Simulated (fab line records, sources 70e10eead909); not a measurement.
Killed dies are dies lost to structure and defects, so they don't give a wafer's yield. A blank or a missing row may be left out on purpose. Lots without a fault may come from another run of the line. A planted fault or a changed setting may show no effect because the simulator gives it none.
fab line records | flow nand_harc
record lots=6 wafers=18 last_day=23
route steps=1159 shown P_M1@288 P_M2@318 END@1159
lots that met no fault: from a run of the same line without faults
start_h: hours from the record's first day to the start of the lot's first wafer shown | wait_h: hours since the lot's step before | " the same as in the row above | L1.1+2: a row that stands for several wafers | - no value, or no start given | * or withheld: withheld | < > ~ a bound
route shown NAME@n: a module of which the file shows steps, and the number in the route of the first | usual: mean/standard deviation of fault-free wafers | same: alike in all rows | chamber/n: place in a boat | sites: the reading at each site | _std_site: their standard deviation | _edge_site: outer sites' mean less inner sites' | radius_mm: how far each site lies from the wafer's centre | mask NAME#n: copy n | behind: the tool/chamber that last shaped the wafer | hold: why the lot was held/for how many hours/how that ended | device: the transistor (n, p or np) that didn't switch | end of line: the same wafers' tests at the end of the route | a step without rows: its recipe alone | killed: dies lost to structure and defects at the first sort, not the wafer's yield | map: a wafer's dies, x killed, . not, _ none there
set.NAME: the setting as run; set.NAME@STEP: as run at that earlier step | model.NAME: the simulator's own value behind a step, which no gauge read
lots at some steps of the route; a table a step, a row a wafer
services: from which hour (start_h, from the record's first day; less than 0 if before it) a tool's chamber was out of use, for how many hours, and why
## steps
# step NHARC_P_M1_COAT_34
# recipe temp_c=200 time_s=65
# step NHARC_P_M1_COAT_03
# recipe spin_rpm=1500 resist_thk_nm=90
# step NHARC_P_M1_SOFTBAKE_04
# recipe temp_c=105 time_s=55
# step NHARC_P_M1_EBR_05
# step NHARC_P_M1_EXPOSE_06
# recipe na=1.35 target_cd_nm=130 dose_mj=81.88 mask_id=P_M1
# step NHARC_P_M1_PEB_07
# recipe peb_temp_c=100 peb_time_s=65
# step NHARC_P_M1_DEVELOP_08
# recipe develop_time_s=35 dev_temp_c=23
# step NHARC_P_M1_CD_MEAS_09
# recipe target_cd_nm=130 landing_energy_ev=500
# usual cd_nm=129.6/0.67
# columns lot.wafer tool chamber start_h wait_h cd_nm
L535.2 cd_sem-03 0 193.65 - 129.6
L535.5 " 0 " " 129.8
L535.6 " 0 " " 129.5
L536.1 cd_sem-02 0 201.19 - 129.4
L536.2 " 0 " " 128.9
L536.4 " 0 " " 128.3
L537.3 cd_sem-01 0 205.92 - 130.8
L537.4 " 0 " " 130.6
L537.5 " 0 " " 129.8
L541.2 cd_sem-01 0 221.67 - 129.9
L541.5 " 0 " " 129.6
L541.6 " 0 " " 129.7
L542.1 cd_sem-03 0 226.50 - 130.0
L542.3 " 0 " " 129.8
L542.6 " 0 " " 129.2
L545.1 cd_sem-02 0 248.40 - 129.2
L545.4 " 0 " " 130.1
L545.6 " 0 " " 129.6
# step NHARC_P_M1_OVL_MEAS_10
# recipe pitch_nm=260
# usual overlay_x_nm=0.1/0.79 overlay_y_nm=-0.1/0.68
# columns lot.wafer tool chamber start_h wait_h overlay_x_nm overlay_y_nm
L535.2 overlay-02 - 193.73 - -1.8 0.3
L535.5 " - " " -1.8 -0.2
L535.6 " - " " -2.0 -0.5
L536.1 overlay-01 - 201.28 - 0.0 -0.1
L536.2 " - " " -0.9 0.2
L536.4 " - " " -0.3 0.4
L537.3 overlay-01 - 206.01 - 0.5 0.0
L537.4 " - " " -0.6 0.2
L537.5 " - " " 0.2 0.1
L541.2 overlay-01 - 221.76 - 1.5 1.4
L541.5 " - " " 2.2 1.3
L541.6 " - " " 1.6 1.2
L542.1 overlay-02 - 226.59 - -0.3 -0.5
L542.3 " - " " -0.1 -0.8
L542.6 " - " " -0.3 -0.2
L545.1 overlay-02 - 248.49 - 1.4 -0.4
L545.4 " - " " 1.0 -0.2
L545.6 " - " " 1.3 -0.4
# step NHARC_P_M1_INSPECT_11
# usual raw_defect_count=4.1/2.4
# columns lot.wafer tool chamber start_h wait_h raw_defect_count
L535.2 defect_inspect-02 - 193.77 0.0 3
L535.5 " - " " 3
L535.6 " - " " 3
L536.1 defect_inspect-01 - 201.31 0.0 1
L536.2 " - " " 2
L536.4 " - " " 0
L537.3 defect_inspect-02 - 206.04 0.0 3
L537.4 " - " " 3
L537.5 " - " " 2
L541.2 defect_inspect-02 - 221.80 0.0 5
L541.5 " - " " 6
L541.6 " - " " 3
L542.1 defect_inspect-01 - 226.62 0.0 2
L542.3 " - " " 2
L542.6 " - " " 8
L545.1 defect_inspect-02 - 248.54 0.0 3
L545.4 " - " " 4
L545.6 " - " " 6
# step NHARC_P_M1_DESCUM_14
# recipe time_s=3 o2_flow_sccm=200 ar_flow_sccm=0 bias_power_w=0 chemistry=O2
# usual drypump_motor_current_A=5.8/0.38 oes_product_au=0.998/0.015 rf_vpp_V=57.9/0.83 showerhead_plenum_p_Torr=1.96/0.068 throttle_valve_pct=11.311/0.0092
# columns lot.wafer tool chamber start_h wait_h drypump_motor_current_A oes_product_au rf_hours_counter_h rf_vpp_V showerhead_plenum_p_Torr throttle_valve_pct
L535.2 rie_diel-12 0 193.83 0.1 6.4 1.000 4 58.2 2.05 11.320
L535.6 " 0 " " 6.4 1.006 - 56.8 2.05 11.317
L535.5 " 1 " " 6.1 1.016 - 57.6 1.85 11.310
L536.4 rie_diel-12 3 201.38 0.1 5.4 0.987 4 59.0 2.02 11.296
L536.1 " 0 " " 6.4 1.001 4 58.7 2.05 11.314
L536.2 " 2 " " 5.4 0.961 4 57.2 1.92 11.306
L537.3 rie_diel-01 2 206.10 0.1 5.8 1.023 3 58.2 1.91 11.326
L537.4 " 1 " " 5.6 0.970 4 57.5 1.92 11.305
L537.5 " 3 " " 5.8 0.990 - 57.7 1.91 11.310
L541.2 rie_diel-06 3 221.86 0.1 5.6 1.030 8 56.7 1.91 11.309
L541.5 " 3 " " 5.7 1.017 - 57.0 1.91 11.311
L541.6 " 0 " " 5.5 0.997 - 57.3 1.96 11.316
L542.3 rie_diel-06 3 226.70 0.1 5.6 1.019 9 58.6 1.91 11.299
L542.1 " 0 " " 5.5 0.980 8 58.2 1.96 11.307
L542.6 " 1 " " 5.6 0.998 - 56.7 1.88 11.322
L545.1 rie_diel-01 0 248.60 0.1 6.4 0.995 9 58.1 2.06 11.313
L545.4 " 2 " " 5.7 1.021 7 56.9 1.91 11.305
L545.6 " 1 " " 5.5 0.986 - 56.2 1.92 11.305
# step NHARC_P_M1_ETCH_35
# recipe target_depth_a=400 overetch_a=120 time_s=43.94 ion_energy_ev=200 n2_flow_sccm=150 h2_flow_sccm=150 ar_flow_sccm=0 rf_w=400 bias_w=150 chemistry=N2/H2
# step NHARC_P_M1_ETCH_15
# recipe target_depth_a=1825 time_s=91.2 c4f8_flow_sccm=withheld ar_flow_sccm=400 rf_w=600 bias_w=300 chemistry=C4F8/Ar
# usual oes_product_au=0.953/0.021 rf_fwd_power_W=596.1/2.1 rf_vpp_V=442.2/2.3
# columns lot.wafer tool chamber start_h wait_h oes_product_au rf_fwd_power_W rf_hours_counter_h rf_vpp_V
L535.2 rie_diel-12 2 194.03 - 0.960 597.1 4 441.7
L535.6 " 3 " " 0.972 597.5 - 445.2
L535.5 " 0 " " 0.967 592.8 - 445.4
L536.1 rie_diel-12 2 201.55 - 0.947 598.3 4 440.2
L536.4 " 3 " " 0.958 593.8 4 443.7
L536.2 " 1 " " 0.979 595.7 3 439.0
L537.4 rie_diel-01 3 206.28 - 0.960 596.1 4 440.0
L537.3 " 0 " " 0.976 599.0 4 444.0
L537.5 " 3 " " 0.959 594.0 - 440.5
L541.2 rie_diel-06 1 222.05 - 0.920 597.7 9 439.9
L541.5 " 3 " " 0.948 594.0 - 440.3
L541.6 " 0 " " 0.911 592.8 - 443.0
L542.1 rie_diel-06 2 226.86 - 0.970 596.5 10 443.8
L542.3 " 3 " " 0.996 594.8 9 442.0
L542.6 " 3 " " 0.993 597.3 - 440.4
L545.4 rie_diel-01 2 248.77 - 0.965 596.1 7 440.7
L545.1 " 1 " " 0.917 593.2 7 441.6
L545.6 " 3 " " 0.945 596.3 - 441.4
# step NHARC_P_M1_CD_MEAS_16
# usual cd_nm=129.6/0.97
# columns lot.wafer tool chamber start_h wait_h cd_nm
L535.2 cd_sem-02 - 194.14 - 130.7
L535.5 " - " " 128.8
L535.6 " - " " 131.0
L536.1 cd_sem-02 - 201.68 - 130.1
L536.2 " - " " 129.0
L536.4 " - " " 127.9
L537.3 cd_sem-02 - 206.41 - 130.2
L537.4 " - " " 132.0
L537.5 " - " " 128.7
L541.2 cd_sem-01 - 222.16 - 129.4
L541.5 " - " " 129.0
L541.6 " - " " 129.0
L542.1 cd_sem-01 - 226.99 - 131.4
L542.3 " - " " 129.3
L542.6 " - " " 128.8
L545.1 cd_sem-03 - 248.90 - 129.7
L545.4 " - " " 129.5
L545.6 " - " " 131.2
# step NHARC_P_M1_STRIP_18
# recipe power_w=1000 n2_flow_sccm=150 h2_flow_sccm=150 ar_flow_sccm=0 bias_w=0 chemistry=N2/H2
# step NHARC_P_M1_ETCH_28
# recipe target_depth_a=300 over_etch_frac=0.3 time_s=72.99 ion_energy_ev=150 cf4_flow_sccm=50 n2_flow_sccm=100 ar_flow_sccm=150 rf_w=300 bias_w=100 chemistry=CF4/N2
# usual drypump_motor_current_A=5.7/0.38 n2_flow_sccm=99.98/0.29 oes_product_au=1.003/0.014 rf_fwd_power_W=297.8/1 rf_vpp_V=315.2/1.8 showerhead_plenum_p_Torr=2.68/0.088 throttle_valve_pct=19.795/0.0094
# columns lot.wafer tool chamber start_h wait_h drypump_motor_current_A n2_flow_sccm oes_product_au rf_fwd_power_W rf_hours_counter_h rf_vpp_V showerhead_plenum_p_Torr throttle_valve_pct
L535.2 rie_diel-12 3 - - 5.4 99.84 0.996 298.9 4 317.2 2.77 19.802
L535.6 " 3 " " 5.4 99.86 1.002 297.2 - 314.2 2.77 19.802
L535.5 " 0 " " 6.4 99.75 1.008 296.6 - 317.1 2.80 19.794
L536.1 rie_diel-06 3 - - 5.6 100.42 1.015 297.0 7 315.7 2.62 19.789
L536.4 " 0 " " 5.5 99.97 0.979 298.0 7 315.5 2.69 19.779
L536.2 " 2 " " 5.2 99.61 1.002 299.6 8 316.7 2.75 19.797
L537.3 rie_diel-06 2 - - 5.2 99.78 1.015 296.6 9 317.5 2.75 19.801
L537.4 " 3 " " 5.7 100.09 1.017 297.0 8 313.5 2.62 19.785
L537.5 " 2 " " 5.2 100.75 1.014 297.6 - 316.1 2.75 19.794
L541.2 rie_diel-06 3 - - 5.7 99.84 1.031 298.6 8 312.6 2.62 19.826
L541.6 " 1 " " 5.6 99.65 0.999 299.8 - 312.5 2.58 19.807
L541.5 " 2 " " 5.2 99.99 1.008 298.0 - 315.1 2.75 19.818
L542.1 rie_diel-06 2 - - 5.2 99.99 1.008 298.0 10 315.9 2.75 19.809
L542.3 " 0 " " 5.5 99.95 0.996 296.8 9 314.9 2.69 19.794
L542.6 " 1 " " 5.7 99.84 1.003 298.1 - 313.8 2.58 19.777
L545.1 rie_diel-12 1 - - 6.0 100.15 1.012 297.6 1 312.2 2.54 19.799
L545.4 " 3 " " 5.4 99.98 0.997 297.0 1 316.4 2.77 19.793
L545.6 " 0 " " 6.4 99.68 0.993 296.7 - 318.2 2.80 19.796
# step NHARC_P_M1_STRIP_19
# recipe time_s=600 temp_c=30 chemistry=post_etch_residue_remover
# step NHARC_P_M1_DEGAS_29
# recipe temp_c=250 time_s=60
# step NHARC_P_M1_PRE_CLEAN_30
# recipe time_s=30 temp_c=280 gas=H2/He
# usual heater_power_w=401/24
# columns lot.wafer tool chamber start_h wait_h heater_power_w
L535.2 pvd_sputter-01 - - - 391
L535.6 " - " " 417
L535.5 " - " " 435
L536.2 pvd_sputter-03 - - - 431
L536.4 " - " " 383
L536.1 " - " " 373
L537.4 pvd_sputter-01 - - - 407
L537.3 " - " " 409
L537.5 " - " " 392
L541.2 pvd_sputter-01 - - - 384
L541.6 " - " " 430
L541.5 " - " " 440
L542.3 pvd_sputter-03 - - - 446
L542.1 " - " " 394
L542.6 " - " " 446
L545.1 pvd_sputter-02 - - - 407
L545.4 " - " " 419
L545.6 " - " " 405
# step NHARC_P_M1_PVD_20
# recipe target_thk_a=50 bias_v=168.6 power_w=15000 chamber_pressure_pa=0.12 time_s=8.06 substrate_temp_c=50 material=TaN
# usual throttle_valve_pct=29.9/1.2
# columns lot.wafer tool chamber start_h wait_h throttle_valve_pct
L535.2 pvd_sputter-01 - - - 30.3
L535.6 " - " " 30.4
L535.5 " - " " 29.8
L536.2 pvd_sputter-03 - - - 29.2
L536.1 " - " " 31.3
L536.4 " - " " 30.0
L537.3 pvd_sputter-01 - - - 30.3
L537.4 " - " " 29.8
L537.5 " - " " 30.2
L541.2 pvd_sputter-01 - - - 29.5
L541.5 " - " " 29.7
L541.6 " - " " 27.0
L542.1 pvd_sputter-03 - - - 29.5
L542.3 " - " " 30.0
L542.6 " - " " 31.6
L545.4 pvd_sputter-02 - - - 29.8
L545.1 " - " " 29.9
L545.6 " - " " 32.6
# step NHARC_P_M1_PVD_21
# recipe target_thk_a=300 chamber_pressure_pa=5 power_w=5000 substrate_temp_c=30 time_s=20.49 material=Cu
# step NHARC_P_M1_ECD_22
# recipe target_thk_a=4000 bath_temp_c=25 material=Cu
# step NHARC_P_M1_ANNEAL_31
# recipe temp_c=225 time_s=90
# step NHARC_P_M1_CMP_23
# recipe t_overpolish_s=20 target_thk_nm=157.82
# step NHARC_P_M1_THK_MEAS_24
# recipe thk_meas_gauge=xrf
# usual thk_nm=157.4/1.8
# columns lot.wafer tool chamber start_h wait_h thk_nm
L535.2 film_metro-01 - 196.27 - 157.9
L535.5 " - " " 157.2
L535.6 " - " " 156.7
L536.1 film_metro-01 - 203.79 - 157.7
L536.2 " - " " 158.4
L536.4 " - " " 156.4
L537.3 film_metro-02 - 208.56 - 152.8
L537.4 " - " " 156.1
L537.5 " - " " 157.1
L541.2 film_metro-02 - 224.27 - 156.3
L541.5 " - " " 160.8
L541.6 " - " " 159.5
L542.1 film_metro-01 - 229.17 - 156.6
L542.3 " - " " 157.3
L542.6 " - " " 155.5
L545.1 film_metro-01 - 251.12 - 157.8
L545.4 " - " " 157.4
L545.6 " - " " 156.8
# step NHARC_P_M1_SRD_25
# step NHARC_P_M1_PRE_CLEAN_32
# recipe time_s=12 temp_c=370 rf_power_w=300 gas=NH3
# step NHARC_P_M1_DEP_33
# recipe target_thk_a=300 temp_c=370 target_thk_nm=30 pressure_torr=3 flow_sccm=200 rf_w=450 material=SiCN
# usual heater_power_w=569/74 rf_fwd_power_W=448.7/1.4
# columns lot.wafer tool chamber start_h wait_h heater_power_w rf_fwd_power_W
L535.2 pecvd-03 0 196.62 0.1 662 448.3
L535.5 " 0 " " 639 448.7
L535.6 " 1 " " 613 451.1
L536.1 pecvd-03 2 204.09 0.1 600 448.4
L536.2 " 1 " " 557 451.9
L536.4 " 2 " " 595 446.2
L537.3 pecvd-02 2 208.87 0.1 545 444.9
L537.5 " 0 " " 548 450.1
L537.4 " 1 " " 463 448.4
L541.2 pecvd-03 1 224.61 0.1 614 447.9
L541.5 " 0 " " 619 449.1
L541.6 " 2 " " 657 448.3
L542.3 pecvd-01 0 229.48 0.1 717 449.3
L542.1 " 2 " " 516 449.6
L542.6 " 1 " " 616 448.3
L545.1 pecvd-02 2 251.51 0.1 456 446.7
L545.4 " 1 " " 397 449.5
L545.6 " 2 " " 458 447.8
# step NHARC_P_M2_DEP_00
# recipe target_thk_a=1825 target_thk_nm=182.5 temp_c=withheld pressure_torr=5 flow_sccm=200 rf_w=600 material=SiOC
# step NHARC_P_M2_DEHYDRATE_01
# recipe temp_c=150 time_s=120
# step NHARC_P_M2_HMDS_02
# recipe time_s=30
# step NHARC_P_M2_COAT_34
# recipe temp_c=200 time_s=65
# step NHARC_P_M2_COAT_03
# recipe spin_rpm=1500 resist_thk_nm=90
# step NHARC_P_M2_SOFTBAKE_04
# recipe temp_c=105 time_s=55
# step NHARC_P_M2_EBR_05
# step NHARC_P_M2_EXPOSE_06
# recipe na=1.35 target_cd_nm=170 dose_mj=80.78 mask_id=P_M2
# step NHARC_P_M2_PEB_07
# recipe peb_temp_c=100 peb_time_s=65
# step NHARC_P_M2_DEVELOP_08
# recipe develop_time_s=35 dev_temp_c=23
# step NHARC_P_M2_CD_MEAS_09
# recipe target_cd_nm=170 landing_energy_ev=500
# usual cd_nm=169.8/0.77
# columns lot.wafer tool chamber start_h wait_h cd_nm
L535.2 cd_sem-02 0 197.83 - 171.4
L535.5 " 0 " " 170.6
L535.6 " 0 " " 171.4
L536.1 cd_sem-02 0 205.19 - 169.0
L536.2 " 0 " " 169.8
L536.4 " 0 " " 170.6
L537.3 cd_sem-02 0 210.02 - 170.9
L537.4 " 0 " " 169.9
L537.5 " 0 " " 170.6
L541.2 cd_sem-03 0 225.82 - 169.7
L541.5 " 0 " " 169.5
L541.6 " 0 " " 170.0
L542.1 cd_sem-02 0 230.73 - 170.1
L542.3 " 0 " " 169.3
L542.6 " 0 " " 169.5
L545.1 cd_sem-03 0 252.64 - 169.6
L545.4 " 0 " " 168.9
L545.6 " 0 " " 168.7
# step NHARC_P_M2_OVL_MEAS_10
# recipe pitch_nm=340
# usual overlay_x_nm=0.1/1.1 overlay_y_nm=-0.2/0.82
# columns lot.wafer tool chamber start_h wait_h overlay_x_nm overlay_y_nm
L535.2 overlay-02 - 197.91 - 0.8 -0.6
L535.5 " - " " 0.7 -0.3
L535.6 " - " " 0.8 0.1
L536.1 overlay-02 - 205.28 - 1.1 -0.6
L536.2 " - " " -0.1 -0.4
L536.4 " - " " 0.0 -0.6
L537.3 overlay-02 - 210.10 - 0.7 0.7
L537.4 " - " " 1.1 0.7
L537.5 " - " " 0.4 0.7
L541.2 overlay-02 - 225.91 - 0.4 0.8
L541.5 " - " " 0.5 0.8
L541.6 " - " " 0.8 0.8
L542.1 overlay-01 - 230.82 - -1.4 -0.6
L542.3 " - " " -2.0 -1.3
L542.6 " - " " -1.4 -1.2
L545.1 overlay-02 - 252.73 - 0.3 -0.5
L545.4 " - " " 0.6 -0.3
L545.6 " - " " 1.3 -0.8
# step NHARC_END_SORT_01
# recipe temp_c=25
# usual defect_limited_yield=95.2/1.6 killed_at_array=29/11 killed_at_other=0.5/0.89 killed_at_periphery=3.3/2 killed_dies=32/11 killed_open=3.1/1.9 killed_short=2.3/1.6 sort_bin_2_pct=1.5/0.71 sort_bin_3_pct=0.30/0.22 sort_bin_4_pct=3.0/1.1 sort_n_pass=645/11 sort_rim_yield_pct=97.3/1.8 sort_yield_pct=95.2/1.6
# same gross_dies=677 sort_bin_5_pct[%]=0 sort_bin_6_pct[%]=0 sort_bin_7_pct[%]=0 sort_bin_8_pct[%]=0 sort_rim_n_gross=106.00
# columns lot.wafer tool chamber start_h wait_h defect_limited_yield[%] killed_at_array killed_at_other killed_at_periphery killed_dies killed_open killed_short sort_bin_2_pct[%] sort_bin_3_pct[%] sort_bin_4_pct[%] sort_n_pass sort_rim_yield_pct[%] sort_yield_pct[%]
L536.1 prober-01 0 511.08 2.5 96.5 23 0 1 24 3 4 1.3 0.30 1.9 653 96.2 96.5
L536.2 prober-01 0 511.88 2.8 95.9 26 1 1 28 2 3 1.5 0.30 2.4 649 96.2 95.9
L536.4 prober-01 0 513.48 3.4 86.7 15 0 75 90 4 2 6.2 2.51 4.6 587 85.8 86.7
L535.2 prober-01 0 519.70 2.8 94.1 37 0 3 40 4 2 1.6 0 4.3 637 92.5 94.1
L535.5 prober-01 0 522.11 3.7 94.1 36 0 4 40 3 0 2.5 0.30 3.1 637 96.2 94.1
L535.6 prober-01 0 522.91 4.0 84.9 29 0 73 102 1 3 7.5 2.51 5.0 575 88.7 84.9
L542.1 prober-02 0 538.77 2.5 93.5 43 0 1 44 4 1 2.1 0.59 3.8 633 99.1 93.5
L542.3 prober-02 0 540.37 3.1 94.2 38 0 1 39 1 1 2.2 0 3.5 638 97.2 94.2
L542.6 prober-02 0 542.79 4.0 92.0 48 1 5 54 1 4 2.5 0.15 5.3 623 98.1 92.0
L537.3 prober-01 0 540.33 3.1 94.5 37 0 0 37 3 2 2.2 0.89 2.4 640 98.1 94.5
L537.4 prober-01 0 541.12 3.4 94.5 35 0 2 37 4 3 1.8 0.15 3.5 640 94.3 94.5
L537.5 prober-01 0 541.92 3.7 96.6 20 0 3 23 1 1 1.2 0.15 2.1 654 97.2 96.6
L545.1 prober-02 0 554.32 2.5 94.2 35 1 3 39 1 1 2.2 1.03 2.5 638 100.0 94.2
L545.4 prober-02 0 556.71 3.4 94.2 36 0 3 39 5 4 1.3 0.30 4.1 638 97.2 94.2
L545.6 prober-02 0 558.31 4.0 94.1 35 0 5 40 7 4 2.5 0.30 3.1 637 98.1 94.1
L541.2 prober-01 0 555.08 2.8 97.6 11 0 5 16 5 0 1.3 0 1.0 661 97.2 97.6
L541.5 prober-01 0 557.49 3.7 97.5 14 0 3 17 3 1 0.9 0 1.6 660 99.1 97.5
L541.6 prober-01 0 558.30 4.0 97.6 15 0 1 16 3 1 0.9 0.15 1.3 661 98.1 97.6
# killed by level:class
L536.1 A_CONTACT:chamber_film_flake=8 A_STAIRCASE:chamber_film_flake=4 A_CHANNEL_HOLE_D1:chamber_film_flake=3 A_ONON_D1:geometric_particle:short=1 A_SGD_CUT:geometric_particle:short=1 A_CONTACT:geometric_particle:short=1 A_CONTACT:geometric_particle:open=1 A_BLC:geometric_particle:open=1
L536.2 A_CHANNEL_HOLE_D1:chamber_film_flake=8 A_CONTACT:chamber_film_flake=8 A_STAIRCASE:chamber_film_flake=5 A_ONON_D1:geometric_particle:short=2 P_CONTACT:geometric_particle:short=1 A_WL_FILL:geometric_particle:open=1 A_M0:geometric_particle:open=1 A_CHANNEL_FILL_D1:chamber_film_flake=1
L536.4 P_M1:unspecified=72 A_CHANNEL_HOLE_D1:chamber_film_flake=6 A_STAIRCASE:chamber_film_flake=4 P_GATE:geometric_particle:short=1 P_GATE:geometric_particle:open=1 P_M0:geometric_particle:open=1 A_WL_FILL:geometric_particle:short=1 A_BLC:geometric_particle:open=1
L535.2 A_SLIT:chamber_film_flake=16 A_CHANNEL_HOLE_D1:chamber_film_flake=9 A_CONTACT:chamber_film_flake=4 A_CONTACT:geometric_particle:open=3 P_ZERO_WELL:chamber_film_flake=2 A_STAIRCASE:chamber_film_flake=2 A_ONON_D1:geometric_particle:open=1 A_CHANNEL_FILL_D1:geometric_particle:short=1
L535.5 A_SLIT:chamber_film_flake=14 A_CHANNEL_HOLE_D1:chamber_film_flake=11 A_CONTACT:chamber_film_flake=5 A_STAIRCASE:chamber_film_flake=2 P_M0:geometric_particle:open=1 A_CONTACT:geometric_particle:open=1 A_M0:geometric_particle:open=1 P_GATE:chamber_film_flake=1
L535.6 P_M1:unspecified=71 A_SLIT:chamber_film_flake=18 A_CHANNEL_HOLE_D1:chamber_film_flake=3 A_STAIRCASE:chamber_film_flake=3 A_WL_FILL:geometric_particle:short=2 A_CONTACT:chamber_film_flake=2 P_M1:geometric_particle:short=1 A_WL_FILL:geometric_particle:open=1
L542.1 A_CHANNEL_HOLE_D1:chamber_film_flake=20 A_SLIT:chamber_film_flake=15 A_M0:geometric_particle:open=2 A_CONTACT:chamber_film_flake=2 P_M0:geometric_particle:open=1 A_CONTACT:geometric_particle:open=1 A_M1:geometric_particle:short=1 A_WL_FILL:chamber_film_flake=1
L537.3 A_CHANNEL_HOLE_D1:chamber_film_flake=20 A_WL_FILL:chamber_film_flake=3 A_CONTACT:chamber_film_flake=3 A_STAIRCASE:chamber_film_flake=2 A_CHANNEL_HOLE_D1:geometric_particle:short=1 A_CHANNEL_HOLE_D1:geometric_particle:open=1 A_SGD_CUT:geometric_particle:open=1 A_WL_FILL:geometric_particle:short=1
L542.3 A_CHANNEL_HOLE_D1:chamber_film_flake=18 A_SLIT:chamber_film_flake=12 A_STAIRCASE:chamber_film_flake=3 A_CONTACT:chamber_film_flake=2 A_ONON_D1:geometric_particle:short=1 A_WL_FILL:geometric_particle:open=1 P_GATE:chamber_film_flake=1 A_BLC:chamber_film_flake=1
L537.4 A_CHANNEL_HOLE_D1:chamber_film_flake=21 A_CONTACT:chamber_film_flake=4 A_CONTACT:geometric_particle:open=3 P_CONTACT:geometric_particle:short=1 A_SGD_CUT:geometric_particle:open=1 A_SGD_CUT:geometric_particle:short=1 A_WL_FILL:geometric_particle:short=1 P_ZERO_WELL:chamber_film_flake=1
L537.5 A_CHANNEL_HOLE_D1:chamber_film_flake=12 A_CONTACT:chamber_film_flake=3 P_ZERO_WELL:chamber_film_flake=2 A_BLC:chamber_film_flake=2 P_M0:geometric_particle:open=1 A_WL_FILL:geometric_particle:short=1 A_CHANNEL_FILL_D1:chamber_film_flake=1 A_SLIT:chamber_film_flake=1
L542.6 A_CHANNEL_HOLE_D1:chamber_film_flake=29 A_SLIT:chamber_film_flake=12 A_STAIRCASE:chamber_film_flake=3 A_CONTACT:chamber_film_flake=3 P_GATE:chamber_film_flake=2 P_GATE:geometric_particle:short=1 P_CONTACT:geometric_particle:open=1 P_M0:geometric_particle:short=1
L545.1 A_CHANNEL_HOLE_D1:chamber_film_flake=24 A_CONTACT:chamber_film_flake=7 A_SLIT:chamber_film_flake=2 P_GATE:geometric_particle:short=1 A_M0:geometric_particle:open=1 P_STI:chamber_film_flake=1 P_GATE:chamber_film_flake=1 A_STAIRCASE:chamber_film_flake=1
L541.2 A_CHANNEL_HOLE_D1:chamber_film_flake=5 P_ZERO_WELL:chamber_film_flake=2 P_GATE:chamber_film_flake=2 A_STAIRCASE:chamber_film_flake=2 P_CONTACT:geometric_particle:open=1 A_ONON_D1:geometric_particle:open=1 A_CHANNEL_HOLE_D1:geometric_particle:open=1 A_CONTACT:geometric_particle:open=1
L545.4 A_CHANNEL_HOLE_D1:chamber_film_flake=21 A_CONTACT:chamber_film_flake=7 A_CHANNEL_FILL_D1:geometric_particle:open=2 P_GATE:geometric_particle:open=1 P_M0:geometric_particle:open=1 A_ONON_D1:geometric_particle:short=1 A_SGD_CUT:geometric_particle:short=1 A_WL_FILL:geometric_particle:short=1
L541.5 A_CHANNEL_HOLE_D1:chamber_film_flake=5 A_WL_FILL:geometric_particle:open=2 P_STI:chamber_film_flake=2 A_M1:chamber_film_flake=2 A_ONON_D1:geometric_particle:short=1 A_CHANNEL_FILL_D1:geometric_particle:open=1 P_GATE:chamber_film_flake=1 A_CHANNEL_FILL_D1:chamber_film_flake=1
L541.6 A_CHANNEL_HOLE_D1:chamber_film_flake=7 A_STAIRCASE:chamber_film_flake=2 A_SOURCE_PLATE:geometric_particle:open=1 A_WL_FILL:geometric_particle:short=1 A_CONTACT:geometric_particle:open=1 A_M1:geometric_particle:open=1 P_GATE:chamber_film_flake=1 A_CONTACT:chamber_film_flake=1
L545.6 A_CHANNEL_HOLE_D1:chamber_film_flake=23 A_WL_FILL:geometric_particle:short=2 A_M1:geometric_particle:open=2 P_STI:chamber_film_flake=2 A_CONTACT:chamber_film_flake=2 P_CONTACT:geometric_particle:open=1 P_M1:geometric_particle:open=1 A_CHANNEL_FILL_D1:geometric_particle:short=1
# map L535.6 (x killed, . not)
____________.____________
_________......._________
_______......x...._______
______.............______
_____...........x.x._____
____............x....____
____.........x..x.x..____
___.......x......x.x..___
___.........xxx.x.....___
__........x...x........__
__............xx.......__
_.........x...xx........_
_..............x........_
_.........xx.x.........._
_......................._
_............x.........._
.........................
...x.....................
x........................
.........................
.........................
_......................._
_......................._
_.........x.x..........._
_......................._
_.....x...x............._
__..xx.xxxx............__
__....xxxxxx...........__
___...xxxxxxx.x.......___
___...xxxxxxxx........___
____.xxxxxxxxx.......____
____..xxxxxxx........____
_____xxxxxxxxx......_____
______xxxxxxx......______
_______xxxxxxx...._______
_________xx..x.._________
____________.____________
# map L536.4 (x killed, . not)
____________.____________
_________..x...._________
_______..........._______
______.............______
_____.....x........._____
____.................____
____......x..........____
___..........x..x.....___
___..........x.......x___
__.....................__
__.............x.......__
_..........x............_
_........x.....x........_
_.............xx........_
_......................._
_......................._
.........................
.........................
.........................
.........................
.........................
_...........x..........._
_......................._
_.......x.........x....._
_......................._
_.......xx.............._
__....xx.xx.x..........__
__....xxxxxx...........__
___..xxxxxxx.....x....___
___...xxxxxxx.......x.___
____.xxxxxxxx........____
____.xxxxxxxx........____
_____.xxxxxxxx......_____
______xxxxxxxx.....______
_______xxxxxxx...._______
_________xxxx.x._________
____________x____________
## services
# columns tool chamber start_h hours kind
rie_diel-01 2 170.71 1.5 repair
rie_diel-06 0 171.34 - clean
rie_diel-06 1 171.34 - clean
rie_diel-06 2 171.34 - clean
rie_diel-06 3 171.34 - clean
rie_diel-06 0 195.84 - clean
rie_diel-06 1 195.84 - clean
rie_diel-06 2 195.84 - clean
rie_diel-06 3 195.84 - clean
rie_diel-12 - 202.42 9.0 pm
rie_diel-06 - 212.17 0.3 repair
pvd_sputter-02 - 214.03 10.0 pm
rie_diel-06 0 220.34 - clean
rie_diel-06 1 220.34 - clean
rie_diel-06 2 220.34 - clean
rie_diel-06 3 220.34 - clean
rie_diel-01 1 231.47 15.1 repair
pecvd-01 - 237.23 13.0 pm
rie_diel-06 - 241.20 9.0 pm
rie_diel-06 0 241.20 9.0 vent_cycle
rie_diel-06 1 241.20 9.0 vent_cycle
rie_diel-06 2 241.20 9.0 vent_cycle
rie_diel-06 3 241.20 9.0 vent_cycle
rie_diel-06 0 250.20 - clean
## key
first_sign step=NHARC_END_SORT_01 reading=killed_at_periphery direction=up sigmas=35 usual=3.3 struck=74
effect step=NHARC_END_SORT_01 reading=killed_dies direction=up sigmas=5.7 usual=32 struck=96
more_kills_born_at NHARC_P_M1_ETCH_15@rie_diel-12=143
met_at NHARC_P_M1_ETCH_15
struck_wafers L535.6,L536.4
fault kind=chamber_particle_source tool=rie_diel-12 chamber=3 onset_h=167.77 steps=NHARC_P_M1_ETCH_15 rate_per_visit_cm2=0.74056 end_h=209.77
